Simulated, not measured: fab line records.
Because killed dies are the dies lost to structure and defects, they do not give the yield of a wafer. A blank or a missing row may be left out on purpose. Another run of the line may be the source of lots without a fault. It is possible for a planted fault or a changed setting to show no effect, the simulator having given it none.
Which of the tools did it? | flow nand_harc | 11 lots, 33 wafers sampled, at 2 steps of a route of 1302

== WHAT THE GAUGES SHOWED, per wafer ==
NHARC_A_CHANNEL_HOLE_D2_CD_MEAS_10: the cd target is 100 nm.
lot  | measured     | on        | cd_nm (nm)
L196 | day 13 02:55 | cd_sem-01 | 100.1 100.8 99.5
L197 | day 14 09:40 | cd_sem-01 | 100.4 99.6 100.1
L199 | day 14 11:32 | cd_sem-01 | 100.2 99.9 99.7
L201 | day 15 10:53 | cd_sem-03 | 99.2 99.9 99.1
L200 | day 15 10:44 | cd_sem-01 | 100.6 100.7 101.4
L202 | day 16 03:26 | cd_sem-02 | 99.9 100.1 100.1
L207 | day 18 01:58 | cd_sem-03 | 105.5 105.8 105.4
L209 | day 18 21:20 | cd_sem-02 | 103.5 104.0 104.0
L212 | day 19 18:40 | cd_sem-01 | 100.3 99.9 99.8
L215 | day 21 09:56 | cd_sem-02 | 100.6 100.4 100.2
L216 | day 21 11:57 | cd_sem-02 | 99.9 99.3 100.1

== TOOL THAT RAN EACH LOT (tool first, then ch and the chambers of the sampled wafers, then the start) ==
lot  | NHARC_A_CHANNEL_HOLE_D2_PEB_08
L196 | litho_track-06 ch 0, day 13 02:50
L197 | litho_track-04 ch 0, day 14 09:35
L199 | litho_track-04 ch 0, day 14 11:28
L201 | litho_track-06 ch 0, day 15 10:49
L200 | litho_track-01 ch 0, day 15 10:39
L202 | litho_track-01 ch 0, day 16 03:22
L207 | litho_track-04 ch 0, day 18 01:53
L209 | litho_track-04 ch 0, day 18 21:16
L212 | litho_track-06 ch 0, day 19 18:34
L215 | litho_track-06 ch 0, day 21 09:51
L216 | litho_track-01 ch 0, day 21 11:52
- NHARC_A_CHANNEL_HOLE_D2_PEB_08: peb time 65 s.

== THE ANSWER, worked out from the rows above alone ==
Rule: usual is defined by the lots themselves. The widest of any qualifying gaps counts: lots, ordered by their means at a reading, are off when they make up no more than a third of the lots, leave a main group of 4 or more, and stand apart from it by 3 or more times the standard deviation of that group's means. If all means in a main group match to the digits the tables above print for the reading, that group is not used. A lot without any number at a reading at which 4 lots or more have one is off too. All remaining lots with rows at the step are treated as sound.
Off: L207, L209 (NHARC_A_CHANNEL_HOLE_D2_CD_MEAS_10, cd_nm). Mean 100.1 nm and standard deviation 0.39 in the main group.
If a tool, at a process step before that reading, ran all the lots that are off and no sound lot after the first of them, it fits. The gauges at NHARC_A_CHANNEL_HOLE_D2_CD_MEAS_10 are tried like those tools. One fits: NHARC_A_CHANNEL_HOLE_D2_PEB_08 on litho_track-04. Its last sound lot is L199 (day 14 11:28), its first lot that is off L207 (day 18 01:53): a fault that began between those two fits.

== WHAT THE SIMULATOR HAD PUT IN ==
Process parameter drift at NHARC_A_CHANNEL_HOLE_D2_PEB_08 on litho_track-04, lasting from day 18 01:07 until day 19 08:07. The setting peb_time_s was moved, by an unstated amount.
Shown lots that were struck: L207, L209. Same finding as the rule above.
